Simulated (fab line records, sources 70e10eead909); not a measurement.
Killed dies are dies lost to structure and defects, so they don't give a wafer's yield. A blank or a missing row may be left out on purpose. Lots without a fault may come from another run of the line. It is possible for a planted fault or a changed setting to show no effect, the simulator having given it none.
fab line records | flow nand_harc
record: lots: 6 | wafers: 18 | last_day: 33
route steps=1302 shown P_CONTACT@249 P_M0@253 END@1302
lots untouched by any fault: they come from a run of this same line in which no faults occurred
start_h: hours from the record's opening day to when the first of the lot's shown wafers began | wait_h: how many hours have passed since the lot's step before this one | " the same as in the row above | L1.1+2: a row that stands for several wafers | - no value present, or no start provided | * or withheld: withheld | < > ~ a bound
route shown NAME@n: a module of which the file shows steps, and the number in the route of the first | usual: mean/standard deviation of fault-free wafers | same: alike in all rows | chamber/n: place in a boat | sites: per-site readings | _std_site: standard deviation across them | _edge_site: mean of outer sites minus mean of inner sites | radius_mm: for every site, how far away it sits from the centre of the wafer | mask NAME#n: copy n | behind: the last tool/chamber to shape the wafer | hold: why the lot went on hold/how many hours it stayed there/how the hold came to an end | device: names the non-switching transistor (n, p or np) | end of line: the tests these same wafers got at the end of their route | for a step that has no rows: nothing shown but its recipe | killed: the dies lost at the first sort to structure and to defects; this is not the yield of the wafer | map: dies across one wafer; x = killed, . = not, _ = none there
set.NAME: the setting the step ran with; set.NAME@STEP: the setting that earlier step ran with | model.NAME: the simulator's own value behind a step, which no gauge read
lots at some steps of the route; a table a step, a row a wafer
services: when a tool's chamber went out of use (start_h, in hours from the record's first day, below 0 if earlier), for how many hours, and the reason
== steps ==
step: NHARC_P_CONTACT_CMP_24
recipe: t_overpolish_s: 30 | target_thk_nm: 200
usual: motor_current_A: 12.0/1.3 | overpolish_run_s: 29.999/0.0085 | time_to_endpoint_s: 40/3.6
lot.wafer | tool   | chamber | start_h | wait_h | motor_current_A | overpolish_run_s | time_to_endpoint_s
L801.1    | cmp-04 | 0       | 173.63  | 0.6    | 10.3            | 29.997           | 36
L801.4    | "      | 1       | "       | "      | 15.0            | 30.008           | 40
L801.2    | "      | 2       | "       | "      | 12.3            | 29.987           | 34
L804.2    | cmp-02 | 0       | 199.55  | 0.6    | 11.4            | 30.015           | 40
L804.3    | "      | 3       | "       | "      | 12.1            | 30.002           | 40
L804.6    | "      | 1       | "       | "      | 12.9            | 30.008           | 43
L812.3    | cmp-02 | 3       | 290.22  | 0.3    | 12.0            | 30.002           | 38
L812.6    | "      | 3       | "       | "      | 11.9            | 29.992           | 39
L812.5    | "      | 0       | "       | "      | 10.8            | 29.994           | 41
L816.3    | cmp-04 | 3       | 315.49  | 0.3    | 11.3            | 30.004           | 41
L816.2    | "      | 1       | "       | "      | 15.1            | 29.998           | 42
L816.6    | "      | 3       | "       | "      | 11.6            | 30.001           | 40
L817.2    | cmp-04 | 1       | 325.56  | 0.6    | 15.5            | 29.993           | 43
L817.4    | "      | 2       | "       | "      | 13.9            | 30.017           | 40
L817.6    | "      | 1       | "       | "      | 15.0            | 30.000           | 42
L818.3    | cmp-02 | 2       | 335.63  | 0.3    | 10.7            | 30.002           | 44
L818.2    | "      | 0       | "       | "      | 11.1            | 30.000           | 45
L818.5    | "      | 1       | "       | "      | 13.5            | 30.007           | 46
step: NHARC_P_CONTACT_SRD_26
step: NHARC_P_CONTACT_INSPECT_27
usual: raw_defect_count: 271/120
lot.wafer | tool              | chamber | start_h | wait_h | raw_defect_count
L801.1    | defect_inspect-02 | -       | 174.00  | 0.1    | 320
L801.2    | "                 | -       | "       | "      | 219
L801.4    | "                 | -       | "       | "      | 222
L804.2    | defect_inspect-01 | -       | 199.95  | 0.1    | 428
L804.3    | "                 | -       | "       | "      | 296
L804.6    | "                 | -       | "       | "      | 154
L812.3    | defect_inspect-01 | -       | 290.62  | 0.1    | 374
L812.5    | "                 | -       | "       | "      | 302
L812.6    | "                 | -       | "       | "      | 217
L816.2    | defect_inspect-01 | -       | 315.86  | 0.1    | 221
L816.3    | "                 | -       | "       | "      | 148
L816.6    | "                 | -       | "       | "      | 166
L817.2    | defect_inspect-01 | -       | 325.94  | 0.1    | 300
L817.4    | "                 | -       | "       | "      | 251
L817.6    | "                 | -       | "       | "      | 370
L818.2    | defect_inspect-01 | -       | 336.01  | 0.1    | 185
L818.3    | "                 | -       | "       | "      | 205
L818.5    | "                 | -       | "       | "      | 178
step: NHARC_P_M0_DEP_00
recipe: target_thk_a: 1500 | target_thk_nm: 150 | temp_c: withheld | pressure_torr: 5 | flow_sccm: 200 | rf_w: 600 | material: SiOC
step: NHARC_P_M0_DEHYDRATE_01
recipe: temp_c: 150 | time_s: 120
step: NHARC_P_M0_HMDS_02
recipe: time_s: 30
step: NHARC_P_M0_COAT_33
recipe: temp_c: 200 | time_s: 65
step: NHARC_P_M0_COAT_03
recipe: spin_rpm: 1500 | resist_thk_nm: 90
step: NHARC_P_M0_SOFTBAKE_04
recipe: temp_c: 105 | time_s: 55
step: NHARC_P_M0_EBR_05
step: NHARC_P_M0_EXPOSE_06
recipe: na: 1.35 | target_cd_nm: 90 | dose_mj: 81.28 | mask_id: P_M0
step: NHARC_P_M0_PEB_07
recipe: peb_temp_c: 100 | peb_time_s: 65
usual: heater_power_total_W: 156.6/0.43 | plate_temp_C: 100.02/0.13 | resist_line_temp_C: 22.99/0.11
lot.wafer | tool           | chamber | start_h | wait_h | heater_power_total_W | plate_temp_C | resist_line_temp_C
L801.1    | litho_track-06 | 0       | 174.70  | 0.1    | 156.3                | 100.00       | 22.84
L801.2    | "              | 0       | "       | "      | 157.0                | 99.95        | 22.72
L801.4    | "              | 0       | "       | "      | 156.8                | 99.89        | 22.81
L804.2    | litho_track-01 | 0       | 200.77  | 0.1    | 156.2                | 100.24       | 23.03
L804.3    | "              | 0       | "       | "      | 157.1                | 100.07       | 22.98
L804.6    | "              | 0       | "       | "      | 156.9                | 99.98        | 22.99
L812.3    | litho_track-01 | 0       | 291.45  | 0.0    | 155.3                | 99.17        | 22.96
L812.5    | "              | 0       | "       | "      | 155.3                | 99.03        | 23.00
L812.6    | "              | 0       | "       | "      | 154.2                | 99.19        | 22.97
L816.2    | litho_track-01 | 0       | 316.68  | 0.1    | 154.3                | 99.26        | 22.90
L816.3    | "              | 0       | "       | "      | 154.5                | 99.28        | 23.10
L816.6    | "              | 0       | "       | "      | 154.3                | 99.42        | 23.09
L817.2    | litho_track-04 | 0       | 326.75  | 0.1    | 156.5                | 99.88        | 22.78
L817.4    | "              | 0       | "       | "      | 156.6                | 99.92        | 22.83
L817.6    | "              | 0       | "       | "      | 157.1                | 99.86        | 22.81
L818.2    | litho_track-06 | 0       | 336.83  | 0.1    | 156.3                | 100.07       | 23.16
L818.3    | "              | 0       | "       | "      | 157.1                | 100.10       | 23.02
L818.5    | "              | 0       | "       | "      | 156.5                | 100.20       | 23.11
step: NHARC_P_M0_DEVELOP_08
recipe: develop_time_s: 35 | dev_temp_c: 23
step: NHARC_P_M0_CD_MEAS_09
recipe: target_cd_nm: 90 | landing_energy_ev: 500
usual: cd_nm: 90.4/0.77
lot.wafer | tool      | chamber | start_h | wait_h | cd_nm
L801.1    | cd_sem-01 | 0       | 174.78  | -      | 90.0
L801.2    | "         | 0       | "       | "      | 90.1
L801.4    | "         | 0       | "       | "      | 89.6
L804.2    | cd_sem-02 | 0       | 200.85  | -      | 91.8
L804.3    | "         | 0       | "       | "      | 90.6
L804.6    | "         | 0       | "       | "      | 91.8
L812.3    | cd_sem-01 | 0       | 291.53  | -      | 86.9
L812.5    | "         | 0       | "       | "      | 87.7
L812.6    | "         | 0       | "       | "      | 87.4
L816.2    | cd_sem-01 | 0       | 316.76  | -      | 86.4
L816.3    | "         | 0       | "       | "      | 87.9
L816.6    | "         | 0       | "       | "      | 87.5
L817.2    | cd_sem-03 | 0       | 326.84  | -      | 89.6
L817.4    | "         | 0       | "       | "      | 89.4
L817.6    | "         | 0       | "       | "      | 89.9
L818.2    | cd_sem-01 | 0       | 336.91  | -      | 91.8
L818.3    | "         | 0       | "       | "      | 90.9
L818.5    | "         | 0       | "       | "      | 91.4
step: NHARC_P_M0_OVL_MEAS_10
recipe: pitch_nm: 180
usual: overlay_x_nm: 0.1/0.71 | overlay_y_nm: -0.2/0.89
lot.wafer | tool       | chamber | start_h | wait_h | overlay_x_nm | overlay_y_nm
L801.1    | overlay-01 | -       | 174.87  | -      | -0.5         | -0.3
L801.2    | "          | -       | "       | "      | -0.2         | -0.6
L801.4    | "          | -       | "       | "      | 0.3          | -0.4
L804.2    | overlay-01 | -       | 200.94  | -      | -1.1         | -0.3
L804.3    | "          | -       | "       | "      | -1.3         | 0.2
L804.6    | "          | -       | "       | "      | -1.1         | 0.2
L812.3    | overlay-01 | -       | 291.62  | -      | 1.0          | -0.6
L812.5    | "          | -       | "       | "      | 1.4          | -0.7
L812.6    | "          | -       | "       | "      | 1.4          | -0.5
L816.2    | overlay-02 | -       | 316.85  | -      | 0.6          | -1.6
L816.3    | "          | -       | "       | "      | 0.7          | -0.6
L816.6    | "          | -       | "       | "      | 0.9          | -1.2
L817.2    | overlay-01 | -       | 326.92  | -      | -0.3         | -0.6
L817.4    | "          | -       | "       | "      | -0.8         | -1.0
L817.6    | "          | -       | "       | "      | -0.6         | -0.9
L818.2    | overlay-01 | -       | 336.99  | -      | 0.0          | -0.4
L818.3    | "          | -       | "       | "      | 0.6          | -0.3
L818.5    | "          | -       | "       | "      | 0.2          | 0.3
step: NHARC_P_M0_INSPECT_11
usual: raw_defect_count: 4.6/2.7
lot.wafer | tool              | chamber | start_h | wait_h | raw_defect_count
L801.1    | defect_inspect-01 | -       | 174.90  | 0.0    | 1
L801.2    | "                 | -       | "       | "      | 4
L801.4    | "                 | -       | "       | "      | 4
L804.2    | defect_inspect-01 | -       | 200.98  | 0.0    | 3
L804.3    | "                 | -       | "       | "      | 5
L804.6    | "                 | -       | "       | "      | 4
L812.3    | defect_inspect-02 | -       | 291.65  | 0.0    | 6
L812.5    | "                 | -       | "       | "      | 5
L812.6    | "                 | -       | "       | "      | 9
L816.2    | defect_inspect-01 | -       | 316.89  | 0.0    | 3
L816.3    | "                 | -       | "       | "      | 6
L816.6    | "                 | -       | "       | "      | 2
L817.2    | defect_inspect-01 | -       | 326.96  | 0.0    | 4
L817.4    | "                 | -       | "       | "      | 6
L817.6    | "                 | -       | "       | "      | 6
L818.2    | defect_inspect-01 | -       | 337.03  | 0.0    | 3
L818.3    | "                 | -       | "       | "      | 1
L818.5    | "                 | -       | "       | "      | 6
step: NHARC_P_M0_DESCUM_14
recipe: time_s: 3 | o2_flow_sccm: 200 | ar_flow_sccm: 0 | bias_power_w: 0 | chemistry: O2
usual: drypump_motor_current_A: 5.7/0.44 | oes_product_au: 1.005/0.011 | rf_vpp_V: 57.7/0.86 | showerhead_plenum_p_Torr: 1.89/0.097 | throttle_valve_pct: 11.310/0.0082
lot.wafer | tool        | chamber | start_h | wait_h | drypump_motor_current_A | oes_product_au | rf_hours_counter_h | rf_vpp_V | showerhead_plenum_p_Torr | throttle_valve_pct | model.P_M0.cd_nm
L801.4    | rie_diel-06 | 1       | 174.99  | 0.1    | 5.3                     | 0.974          | 6                  | 58.5     | 1.85                     | 11.299             | 89.87
L801.2    | "           | 3       | "       | "      | 5.1                     | 1.000          | 6                  | 56.6     | 1.86                     | 11.322             | 89.8
L801.1    | "           | 0       | "       | "      | 5.8                     | 1.003          | 5                  | 58.8     | 1.77                     | 11.301             | 89.34
L804.2    | rie_diel-06 | 1       | 201.04  | 0.1    | 5.2                     | 0.999          | 8                  | 57.1     | 1.85                     | 11.315             | 92.68
L804.3    | "           | 2       | "       | "      | 5.7                     | 0.992          | 12                 | 58.1     | 1.91                     | 11.314             | 90.17
L804.6    | "           | 1       | "       | "      | 5.2                     | 0.989          | -                  | 58.2     | 1.85                     | 11.313             | 92.68
L812.3    | rie_diel-09 | 3       | 291.72  | 0.1    | 6.4                     | 1.013          | 50                 | 56.7     | 1.79                     | 11.299             | 87.31
L812.5    | "           | 2       | "       | "      | 5.2                     | 1.003          | -                  | 57.9     | 2.06                     | 11.322             | 86.74
L812.6    | "           | 3       | "       | "      | 6.4                     | 1.030          | -                  | 57.5     | 1.79                     | 11.306             | 88.24
L816.2    | rie_diel-02 | 3       | 316.95  | 0.1    | 6.6                     | 1.016          | 24                 | 59.5     | 2.07                     | 11.310             | 86.84
L816.3    | "           | 2       | "       | "      | 6.0                     | 1.027          | 27                 | 59.0     | 1.86                     | 11.299             | 87.51
L816.6    | "           | 3       | "       | "      | 6.6                     | 1.023          | -                  | 57.1     | 2.07                     | 11.311             | 87.2
L817.2    | rie_diel-06 | 0       | 327.03  | 0.1    | 5.8                     | 1.024          | 3                  | 56.9     | 1.77                     | 11.304             | 89.67
L817.4    | "           | 1       | "       | "      | 5.3                     | 1.012          | 1                  | 57.7     | 1.84                     | 11.313             | 89.66
L817.6    | "           | 3       | "       | "      | 5.1                     | 1.018          | -                  | 57.9     | 1.86                     | 11.301             | 89.67
L818.2    | rie_diel-02 | 0       | 337.11  | 0.1    | 5.8                     | 1.013          | 30                 | 58.1     | 2.05                     | 11.309             | 91.73
L818.3    | "           | 1       | "       | "      | 6.1                     | 0.995          | 36                 | 57.5     | 1.92                     | 11.289             | 91.46
L818.5    | "           | 3       | "       | "      | 6.5                     | 1.003          | -                  | 58.5     | 2.07                     | 11.314             | 91.22
step: NHARC_P_M0_ETCH_34
recipe: target_depth_a: 400 | overetch_a: 120 | time_s: 43.94 | ion_energy_ev: 200 | n2_flow_sccm: 150 | h2_flow_sccm: 150 | ar_flow_sccm: 0 | rf_w: 400 | bias_w: 150 | chemistry: N2/H2
usual: drypump_motor_current_A: 5.7/0.45 | n2_flow_sccm: 150.1/0.46 | oes_product_au: 1.004/0.012 | rf_vpp_V: 429.6/2.8 | showerhead_plenum_p_Torr: 2.01/0.1 | throttle_valve_pct: 14.171/0.0088
lot.wafer | tool        | chamber | start_h | wait_h | drypump_motor_current_A | n2_flow_sccm | oes_product_au | rf_hours_counter_h | rf_vpp_V | showerhead_plenum_p_Torr | throttle_valve_pct
L801.2    | rie_diel-06 | 2       | 175.25  | 0.2    | 5.8                     | 149.8        | 0.985          | 7                  | 429.1    | 2.04                     | 14.165
L801.1    | "           | 0       | "       | "      | 5.8                     | 150.1        | 0.999          | 6                  | 425.7    | 1.88                     | 14.180
L801.4    | "           | 1       | "       | "      | 5.2                     | 150.2        | 0.993          | 6                  | 428.4    | 1.97                     | 14.171
L804.2    | rie_diel-06 | 3       | 201.12  | 0.1    | 5.1                     | 150.6        | 1.009          | 11                 | 428.5    | 1.98                     | 14.157
L804.3    | "           | 0       | "       | "      | 5.8                     | 149.3        | 0.984          | 10                 | 425.3    | 1.88                     | 14.178
L804.6    | "           | 0       | "       | "      | 5.8                     | 149.3        | 0.988          | -                  | 425.5    | 1.88                     | 14.176
L812.3    | rie_diel-09 | 1       | 291.81  | 0.1    | 5.8                     | 150.6        | 1.000          | 45                 | 432.6    | 2.18                     | 14.181
L812.6    | "           | 2       | "       | "      | 5.2                     | 150.3        | 0.998          | -                  | 434.1    | 2.20                     | 14.186
L812.5    | "           | 3       | "       | "      | 6.4                     | 150.0        | 1.013          | -                  | 427.4    | 1.91                     | 14.179
L816.3    | rie_diel-02 | 2       | 317.06  | 0.1    | 6.1                     | 150.1        | 1.030          | 27                 | 428.7    | 1.98                     | 14.166
L816.2    | "           | 3       | "       | "      | 6.6                     | 150.0        | 1.020          | 24                 | 433.6    | 2.21                     | 14.169
L816.6    | "           | 1       | "       | "      | 6.2                     | 150.4        | 1.010          | -                  | 430.5    | 2.05                     | 14.159
L817.2    | rie_diel-06 | 2       | 327.11  | 0.1    | 5.8                     | 150.2        | 1.021          | 1                  | 429.1    | 2.03                     | 14.169
L817.4    | "           | 0       | "       | "      | 5.8                     | 151.0        | 1.023          | 3                  | 426.4    | 1.88                     | 14.169
L817.6    | "           | 1       | "       | "      | 5.2                     | 150.1        | 1.014          | -                  | 428.4    | 1.96                     | 14.160
L818.3    | rie_diel-02 | 2       | 337.19  | 0.1    | 6.1                     | 149.7        | 1.028          | 34                 | 428.6    | 1.98                     | 14.185
L818.2    | "           | 3       | "       | "      | 6.6                     | 150.7        | 0.996          | 30                 | 436.2    | 2.21                     | 14.188
L818.5    | "           | 0       | "       | "      | 5.8                     | 149.4        | 1.001          | -                  | 435.1    | 2.19                     | 14.168
step: NHARC_P_M0_ETCH_15
recipe: target_depth_a: 1500 | overetch_a: 150 | time_s: 82.5 | c4f8_flow_sccm: withheld | ar_flow_sccm: 400 | rf_w: 600 | bias_w: 300 | chemistry: C4F8/Ar
usual: oes_product_au: 0.962/0.022 | rf_vpp_V: 440/3.1
lot.wafer | tool        | chamber | start_h | wait_h | oes_product_au | rf_hours_counter_h | rf_vpp_V | model.P_M0.cd_nm
L801.4    | rie_diel-06 | 1       | -       | -      | 0.938          | 6                  | 439      | 90.44
L801.2    | "           | 2       | "       | "      | 0.923          | 7                  | 441      | 88.65
L801.1    | "           | 3       | "       | "      | 0.956          | 6                  | 439      | 88.6
L804.3    | rie_diel-06 | 2       | -       | -      | 0.953          | 12                 | 439      | 89.28
L804.2    | "           | 3       | "       | "      | 0.995          | 11                 | 439      | 92.57
L804.6    | "           | 0       | "       | "      | 0.996          | -                  | 436      | 91.91
L812.3    | rie_diel-09 | 3       | -       | -      | 0.973          | 50                 | 437      | 86.53
L812.5    | "           | 3       | "       | "      | 0.978          | -                  | 438      | 86.54
L812.6    | "           | 0       | "       | "      | 0.982          | -                  | 439      | 88.71
L816.2    | rie_diel-02 | 2       | -       | -      | 0.994          | 27                 | 439      | 86.86
L816.3    | "           | 3       | "       | "      | 0.981          | 24                 | 446      | 86.83
L816.6    | "           | 3       | "       | "      | 0.967          | -                  | 445      | 86.66
L817.2    | rie_diel-06 | 3       | -       | -      | 0.970          | 3                  | 440      | 89.16
L817.4    | "           | 2       | "       | "      | 0.995          | 2                  | 441      | 89.37
L817.6    | "           | 0       | "       | "      | 0.972          | -                  | 437      | 89.25
L818.2    | rie_diel-02 | 3       | -       | -      | 0.935          | 30                 | 445      | 91.74
L818.3    | "           | 0       | "       | "      | 0.926          | 30                 | 445      | 90.71
L818.5    | "           | 3       | "       | "      | 0.927          | -                  | 445      | 91.5
step: NHARC_P_M0_CD_MEAS_16
usual: cd_nm: 90.0/1.1
lot.wafer | tool      | chamber | start_h | wait_h | cd_nm
L801.1    | cd_sem-03 | -       | 175.47  | -      | 88.6
L801.2    | "         | -       | "       | "      | 88.5
L801.4    | "         | -       | "       | "      | 90.4
L804.2    | cd_sem-02 | -       | 201.34  | -      | 92.6
L804.3    | "         | -       | "       | "      | 89.2
L804.6    | "         | -       | "       | "      | 92.5
L812.3    | cd_sem-01 | -       | 292.02  | -      | 86.2
L812.5    | "         | -       | "       | "      | 86.6
L812.6    | "         | -       | "       | "      | 88.5
L816.2    | cd_sem-01 | -       | 317.30  | -      | 86.6
L816.3    | "         | -       | "       | "      | 86.8
L816.6    | "         | -       | "       | "      | 86.6
L817.2    | cd_sem-03 | -       | 327.32  | -      | 89.1
L817.4    | "         | -       | "       | "      | 89.2
L817.6    | "         | -       | "       | "      | 89.0
L818.2    | cd_sem-01 | -       | 337.40  | -      | 91.9
L818.3    | "         | -       | "       | "      | 90.9
L818.5    | "         | -       | "       | "      | 91.6
step: NHARC_END_SORT_01
recipe: temp_c: 25
usual: defect_limited_yield: 89.9/2.9 | killed_at_array: 64/20 | killed_at_other: 0.7/1.1 | killed_at_periphery: 3.6/2.7 | killed_dies: 68/20 | killed_open: 2.8/1.9 | killed_short: 2.3/1.5
same: gross_dies: 677
lot.wafer | tool      | chamber | start_h | wait_h | defect_limited_yield[%] | killed_at_array | killed_at_other | killed_at_periphery | killed_dies | killed_open | killed_short
L804.2    | prober-01 | 0       | 638.46  | 2.8    | 83.9                    | 106             | 1               | 2                   | 109         | 2           | 5
L804.3    | prober-01 | 0       | 639.26  | 3.1    | 82.7                    | 110             | 0               | 7                   | 117         | 0           | 3
L804.6    | prober-01 | 0       | 641.66  | 4.0    | 86.0                    | 93              | 1               | 1                   | 95          | 3           | 1
L818.2    | prober-01 | 0       | 785.68  | 2.8    | 91.3                    | 57              | 0               | 2                   | 59          | 5           | 1
L818.3    | prober-01 | 0       | 786.47  | 3.1    | 91.6                    | 56              | 0               | 1                   | 57          | 1           | 2
L818.5    | prober-01 | 0       | 788.05  | 3.7    | 90.4                    | 59              | 2               | 4                   | 65          | 5           | 3
killed by level:class
L804.2 A_CHANNEL_HOLE_D1:chamber_film_flake=36 A_CHANNEL_HOLE_D2:chamber_film_flake=33 A_SLIT:chamber_film_flake=24 A_WL_FILL:chamber_film_flake=4 A_ONON_D1:geometric_particle:short=1 A_CHANNEL_FILL_D1:geometric_particle:short=1 A_CHANNEL_FILL_D1:geometric_particle:open=1 A_SGD_CUT:geometric_particle:short=1
L804.3 A_CHANNEL_HOLE_D1:chamber_film_flake=37 A_CHANNEL_HOLE_D2:chamber_film_flake=35 A_SLIT:chamber_film_flake=26 P_BONDPAD:chamber_film_flake=6 A_STAIRCASE:chamber_film_flake=4 A_ONON_D1:geometric_particle:short=3 A_CONTACT:chamber_film_flake=3 A_WL_FILL:chamber_film_flake=2
L804.6 A_SLIT:chamber_film_flake=31 A_CHANNEL_HOLE_D2:chamber_film_flake=27 A_CHANNEL_HOLE_D1:chamber_film_flake=24 A_CONTACT:chamber_film_flake=3 A_STAIRCASE:chamber_film_flake=2 A_ONON_D2:geometric_particle:short=1 A_CHANNEL_FILL_D2:geometric_particle:open=1 A_SLIT:geometric_particle:open=1
L818.2 A_CHANNEL_HOLE_D2:chamber_film_flake=26 A_CHANNEL_HOLE_D1:chamber_film_flake=12 A_CHANNEL_FILL_D1:chamber_film_flake=5 A_ONON_D1:geometric_particle:open=3 A_SLIT:chamber_film_flake=3 A_SGD_CUT:chamber_film_flake=2 A_M1:chamber_film_flake=2 P_M1:geometric_particle:open=1
L818.3 A_CHANNEL_HOLE_D2:chamber_film_flake=24 A_CHANNEL_HOLE_D1:chamber_film_flake=10 A_SLIT:chamber_film_flake=7 A_CHANNEL_FILL_D1:chamber_film_flake=5 A_STAIRCASE:chamber_film_flake=4 A_ONON_D1:geometric_particle:open=1 A_CHANNEL_HOLE_D1:geometric_particle:short=1 A_CHANNEL_FILL_D2:geometric_particle:short=1
L818.5 A_CHANNEL_HOLE_D2:chamber_film_flake=28 A_SLIT:chamber_film_flake=11 A_CHANNEL_FILL_D1:chamber_film_flake=7 A_CHANNEL_HOLE_D1:chamber_film_flake=6 A_CHANNEL_FILL_D1:geometric_particle:open=2 A_WL_FILL:geometric_particle:open=2 STARTING-WAFER:geometric_particle:short=2 P_GATE:chamber_film_flake=2
== services ==
tool           | chamber | start_h | hours | kind
litho_track-01 | -       | 155.00  | 7.0   | pm
cmp-04         | -       | 156.23  | 2.0   | repair
rie_diel-02    | 1       | 159.28  | 1.9   | repair
cmp-02         | -       | 162.54  | 0.6   | repair
cmp-02         | -       | 168.79  | 1.2   | repair
rie_diel-09    | 2       | 169.56  | 5.1   | repair
rie_diel-06    | 1       | 184.22  | 11.9  | repair
cmp-04         | -       | 197.69  | 2.7   | repair
cmp-04         | -       | 203.53  | 1.6   | repair
cmp-04         | -       | 209.93  | 4.0   | pm
rie_diel-02    | -       | 218.85  | 9.0   | pm
rie_diel-06    | 2       | 221.24  | 4.8   | repair
cmp-02         | -       | 232.50  | 4.0   | pm
cmp-04         | -       | 268.22  | 1.4   | repair
rie_diel-09    | 3       | 286.05  | 2.4   | repair
rie_diel-02    | 3       | 286.90  | 2.2   | repair
cmp-04         | -       | 302.22  | 1.5   | repair
cmp-04         | -       | 304.80  | 2.7   | repair
rie_diel-06    | -       | 307.20  | 9.0   | pm
cmp-04         | -       | 307.93  | 4.0   | pm
rie_diel-02    | 3       | 307.94  | 7.0   | repair
rie_diel-02    | 0       | 315.63  | 12.1  | repair
rie_diel-09    | -       | 320.16  | 9.0   | pm
rie_diel-02    | 3       | 329.00  | 4.4   | repair
== key ==
first_sign: step: NHARC_P_M0_PEB_07 | reading: plate_temp_C | direction: down | sigmas: 5.9 | usual: * | struck: *
effect: step: NHARC_P_M0_PEB_07 | reading: heater_power_total_W | direction: down | sigmas: 4.6 | usual: * | struck: *
effect: step: NHARC_P_M0_CD_MEAS_09 | reading: cd_nm | direction: down | sigmas: 4 | usual: 90.4 | struck: 87.3 | through: control_loop
effect: step: NHARC_P_M0_CD_MEAS_16 | reading: cd_nm | direction: down | sigmas: 2.8 | usual: 90.0 | struck: 86.9 | through: control_loop
model_effect: step: NHARC_P_M0_DESCUM_14 | value: P_M0.cd_nm | without: 90.33 | struck: 87.31
model_effect: step: NHARC_P_M0_ETCH_15 | value: P_M0.cd_nm | without: 90.05 | struck: 87.02
met_at NHARC_P_M0_PEB_07
struck_wafers L812.3,L812.5,L812.6,L816.2,L816.3,L816.6
loop_trim: step: NHARC_P_M0_EXPOSE_06 | setting: dose | lots: L816
onset_between 200.77 291.45
fault: kind: process_parameter_drift | tool: litho_track-01 | chamber: - | onset_h: 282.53 | steps: NHARC_P_M0_PEB_07 | channel: peb_temp_c | offset: * | shape: step | end_h: 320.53 | acts_in: * | stated: *
loop_trim: a control loop set the setting to another value than it would have without faults
